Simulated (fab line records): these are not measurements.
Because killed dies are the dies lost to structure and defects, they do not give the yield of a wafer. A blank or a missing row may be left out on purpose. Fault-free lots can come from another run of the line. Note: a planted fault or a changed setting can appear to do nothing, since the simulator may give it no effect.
Which tool is to blame? | flow nand harc | Sampling: 11 lots, 33 wafers, 6 of 1302 route steps

== WHAT THE GAUGES SHOWED, per wafer ==
NHARC_A_CHANNEL_HOLE_D2_INSPECT_40. Usual: 260 for raw defect count, sd 72.
lot  | measured     | on                | raw defect count | flag
L434 | day 14 15:46 | defect inspect-02 | 1322 1298 1336   | OFF
L436 | day 15 09:05 | defect inspect-01 | 1265 1228 1202   | OFF
L439 | day 16 14:15 | defect inspect-02 | 267 255 238      |
L446 | day 19 09:45 | defect inspect-02 | 201 149 191      |
L448 | day 19 18:04 | defect inspect-02 | 249 240 314      |
L449 | day 20 06:26 | defect inspect-02 | 171 136 285      |
L450 | day 21 02:47 | defect inspect-01 | 308 253 182      |
L452 | day 21 13:17 | defect inspect-01 | 290 228 256      |
L453 | day 22 07:38 | defect inspect-02 | 211 324 362      |
L455 | day 22 23:41 | defect inspect-01 | 214 198 224      |
L454 | day 22 23:24 | defect inspect-01 | 290 341 390      |

NHARC_END_SORT_01. Usual: killed at array 55, standard deviation 17; killed at other 1.1, standard deviation 1.4; killed at periphery 3.9, standard deviation 3; killed dies 59, standard deviation 17; killed open 3.5, standard deviation 2; killed short 2.6, standard deviation 1.6.
lot  | measured     | on        | killed at array | killed at other | killed at periphery | killed dies | killed open | killed short | flag
L434 | day 25 15:55 | prober-02 | 114 83 87       | 0 0 0           | 3 5 1               | 117 88 88   | 1 5 2       | 3 6 1        |
L436 | day 26 11:08 | prober-01 | 54 94 85        | 5 5 1           | 14 12 14            | 73 111 100  | 1 4 5       | 4 6 2        | OFF

== EACH LOT AND THE TOOL THAT RAN IT (in order: tool; ch and the chambers of the sampled wafers; start) ==
lot  | NHARC_A_CHANNEL_HOLE_D2_ETCH_38    | NHARC_A_CHANNEL_HOLE_D2_ETCH_21  | NHARC_A_CHANNEL_HOLE_D2_ETCH_25  | NHARC_A_CHANNEL_FILL_D2_ALD_03
L434 | rie diel-06 ch 0,2, day 14 08:57   | har etch-02 ch 0,1, day 14 10:28 | har etch-02 ch 0,1, day 14 12:57 | ald sin batch-01 ch 0, day 25 15:55 or earlier
L436 | rie diel-10 ch 0,1, day 15 00:09   | har etch-02 ch 0,1, day 15 03:47 | har etch-02 ch 0,1, day 15 06:15 | ald sin batch-02 ch 0, day 26 11:08 or earlier
L439 | rie diel-10 ch 1,2,3, day 16 07:04 | har etch-01 ch 0,1, day 16 08:59 | har etch-01 ch 0,1, day 16 11:26 | ald sin batch-03 ch 0, no start
L446 | rie diel-10 ch 0,1,2, day 19 02:58 | har etch-02 ch 0,1, day 19 04:30 | har etch-02 ch 0,1, day 19 06:56 | ald sin batch-02 ch 0, no start
L448 | rie diel-10 ch 0,3, day 19 09:50   | har etch-02 ch 0,1, day 19 12:47 | har etch-02 ch 0,1, day 19 15:14 | ald sin batch-02 ch 0, no start
L449 | rie diel-06 ch 1,2,3, day 19 21:37 | har etch-02 ch 1, day 20 01:11   | har etch-02 ch 1, day 20 03:38   | ald sin batch-01 ch 0, no start
L450 | rie diel-10 ch 0,2, day 20 19:58   | har etch-02 ch 0,1, day 20 21:30 | har etch-02 ch 0,1, day 20 23:58 | ald sin batch-03 ch 0, no start
L452 | rie diel-07 ch 1,3, day 21 05:55   | har etch-02 ch 0,1, day 21 08:01 | har etch-02 ch 0,1, day 21 10:29 | ald sin batch-02 ch 0, no start
L453 | rie diel-06 ch 0,2,3, day 22 00:49 | har etch-01 ch 0,1, day 22 02:20 | har etch-01 ch 0,1, day 22 04:50 | ald sin batch-02 ch 0, no start
L455 | rie diel-06 ch 0,2,3, day 22 16:26 | har etch-02 ch 0,1, day 22 17:57 | har etch-02 ch 0,1, day 22 20:26 | ald sin batch-03 ch 0, no start
L454 | rie diel-07 ch 1,2, day 22 16:35   | har etch-01 ch 0,1, day 22 18:06 | har etch-01 ch 0,1, day 22 20:35 | ald sin batch-03 ch 0, no start
- NHARC_A_CHANNEL_HOLE_D2_ETCH_38: etches the open film in CF4, target depth 39 nm, time 65 s.
- NHARC_A_CHANNEL_HOLE_D2_ETCH_21: etches the open film in C4F8/O2/Ar, time 514.3 s, target depth 1600 nm.
- NHARC_A_CHANNEL_HOLE_D2_ETCH_25: etches the open film in C4F8/O2/Ar, time 1040.2 s, target depth 1500 nm.
- NHARC_A_CHANNEL_FILL_D2_ALD_03: deposits SiNx, target thk 6 nm, pulse time 60 s, ald cycles 58.

== AS READ BY THE TOOLS THEMSELVES (means over the sampled wafers that have a number; for cases with no such wafer, the mark the record gives instead) ==
NHARC_A_CHANNEL_HOLE_D2_ETCH_38. Usual: chamber pressure mTorr 50.00 mTorr, standard deviation 0.044; drypump motor current A 5.61 A, standard deviation 0.27; oes product au 1.001 a.u., standard deviation 0.0065; rf vpp V 151.3 V, standard deviation 1.2; showerhead plenum p Torr 1.76 Torr, standard deviation 0.061; throttle valve pct 13.284 %, standard deviation 0.0082.
lot  | tool        | chamber pressure mTorr (mTorr) | drypump motor current A (A) | oes product au (a.u.) | rf vpp V (V) | showerhead plenum p Torr (Torr) | throttle valve pct (%) | flag
L434 | rie diel-06 | 49.96                          | 5.39                        | 0.991                 | 152.0        | 1.79                            | 13.297                 |
L436 | rie diel-10 | 50.01                          | 5.58                        | 1.000                 | 151.0        | 1.74                            | 13.284                 |
L439 | rie diel-10 | 50.02                          | 5.78                        | 1.010                 | 151.5        | 1.76                            | 13.290                 |
L446 | rie diel-10 | 50.02                          | 5.56                        | 0.994                 | 151.1        | 1.75                            | 13.289                 |
L448 | rie diel-10 | 49.99                          | 5.73                        | 0.998                 | 150.5        | 1.69                            | 13.275                 |
L449 | rie diel-06 | 49.97                          | 5.38                        | 1.003                 | 151.5        | 1.76                            | 13.291                 |
L450 | rie diel-10 | 50.04                          | 5.58                        | 0.990                 | 151.2        | 1.76                            | 13.285                 |
L452 | rie diel-07 | 49.99                          | 5.77                        | 1.009                 | 151.6        | 1.80                            | 13.277                 |
L453 | rie diel-06 | 49.99                          | 5.46                        | 0.996                 | 151.8        | 1.80                            | 13.282                 |
L455 | rie diel-06 | 50.03                          | 5.47                        | 0.999                 | 151.7        | 1.80                            | 13.281                 |
L454 | rie diel-07 | 49.96                          | 5.51                        | 0.997                 | 151.7        | 1.77                            | 13.279                 |

NHARC_A_CHANNEL_HOLE_D2_ETCH_21. Usual: chamber pressure mTorr 20.000 mTorr, standard deviation 0.02; drypump motor current A 5.6 A, standard deviation 0.57; showerhead plenum p Torr 3.61 Torr, standard deviation 0.15; throttle valve pct 32.155 %, standard deviation 0.0097.
lot  | tool        | chamber pressure mTorr (mTorr) | drypump motor current A (A) | showerhead plenum p Torr (Torr) | throttle valve pct (%) | flag
L434 | har etch-02 | 19.968                         | 6.3                         | 3.69                            | 32.156                 |
L436 | har etch-02 | 20.018                         | 6.1                         | 3.64                            | 32.156                 |
L439 | har etch-01 | 20.007                         | 5.1                         | 3.51                            | 32.156                 |
L446 | har etch-02 | 19.988                         | 6.1                         | 3.85                            | 32.142                 |
L448 | har etch-02 | 19.992                         | 6.3                         | 3.77                            | 32.151                 |
L449 | har etch-02 | 20.010                         | 6.4                         | 3.69                            | 32.153                 |
L450 | har etch-02 | 20.009                         | 6.2                         | 3.76                            | 32.147                 |
L452 | har etch-02 | 20.005                         | 6.1                         | 3.83                            | 32.164                 |
L453 | har etch-01 | 20.011                         | 5.1                         | 3.47                            | 32.148                 |
L455 | har etch-02 | 19.996                         | 6.1                         | 3.83                            | 32.160                 |
L454 | har etch-01 | 19.994                         | 5.1                         | 3.45                            | 32.146                 |

NHARC_A_CHANNEL_HOLE_D2_ETCH_25. Usual: chamber pressure mTorr 20.000 mTorr, standard deviation 0.018; drypump motor current A 5.6 A, standard deviation 0.57; showerhead plenum p Torr 3.61 Torr, standard deviation 0.15; throttle valve pct 32.235 %, standard deviation 0.0082.
lot  | tool        | chamber pressure mTorr (mTorr) | drypump motor current A (A) | showerhead plenum p Torr (Torr) | throttle valve pct (%) | flag
L434 | har etch-02 | 20.015                         | 6.2                         | 3.69                            | 32.231                 |
L436 | har etch-02 | 19.999                         | 6.1                         | 3.63                            | 32.237                 |
L439 | har etch-01 | 19.992                         | 5.1                         | 3.51                            | 32.228                 |
L446 | har etch-02 | 20.005                         | 6.1                         | 3.84                            | 32.247                 |
L448 | har etch-02 | 19.987                         | 6.3                         | 3.76                            | 32.237                 |
L449 | har etch-02 | 19.996                         | 6.4                         | 3.69                            | 32.242                 |
L450 | har etch-02 | 19.995                         | 6.3                         | 3.75                            | 32.236                 |
L452 | har etch-02 | 20.005                         | 6.1                         | 3.83                            | 32.243                 |
L453 | har etch-01 | 19.994                         | 5.1                         | 3.46                            | 32.239                 |
L455 | har etch-02 | 20.010                         | 6.1                         | 3.82                            | 32.231                 |
L454 | har etch-01 | 19.995                         | 5.1                         | 3.44                            | 32.226                 |

NHARC_A_CHANNEL_FILL_D2_ALD_03. Usual: 1.001 for precursor pulse height rel, sd 0.018.
lot  | tool             | precursor pulse height rel | flag
L434 | ald sin batch-01 | 0.989                      |
L436 | ald sin batch-02 | 0.995                      |
L439 | ald sin batch-03 | 1.000                      |
L446 | ald sin batch-02 | 1.001                      |
L448 | ald sin batch-02 | 0.992                      |
L449 | ald sin batch-01 | 1.016                      |
L450 | ald sin batch-03 | 0.999                      |
L452 | ald sin batch-02 | 0.978                      |
L453 | ald sin batch-02 | 0.989                      |
L455 | ald sin batch-03 | 0.999                      |
L454 | ald sin batch-03 | 0.986                      |

== THE ANSWER, worked out from the rows above alone ==
Rule: take the mean of a lot's wafers that have a number; if it is more than 3 standard deviations from the usual mean, the lot is off. Also off: a lot with no number at a reading for which 4 or more lots have one. Where the step has rows for the other lots, those lots are counted as sound. The gauges are gone through in route order, then the tools' own readings, and for those a lot's mean is taken as printed above. The first step at which some lot is off is used, and at that step the reading that is off furthest; a lot without a number counts as furthest.
Off, at NHARC_A_CHANNEL_HOLE_D2_INSPECT_40 on raw defect count: L434, L436.
A tool fits if, at a process step before that reading, it ran every lot that is off, and no sound lot after the first of them. Gauges at NHARC_A_CHANNEL_HOLE_D2_INSPECT_40: tried the same way as those tools. No candidate that was tried fits.

== WHAT WAS PUT IN BY THE SIMULATOR ==
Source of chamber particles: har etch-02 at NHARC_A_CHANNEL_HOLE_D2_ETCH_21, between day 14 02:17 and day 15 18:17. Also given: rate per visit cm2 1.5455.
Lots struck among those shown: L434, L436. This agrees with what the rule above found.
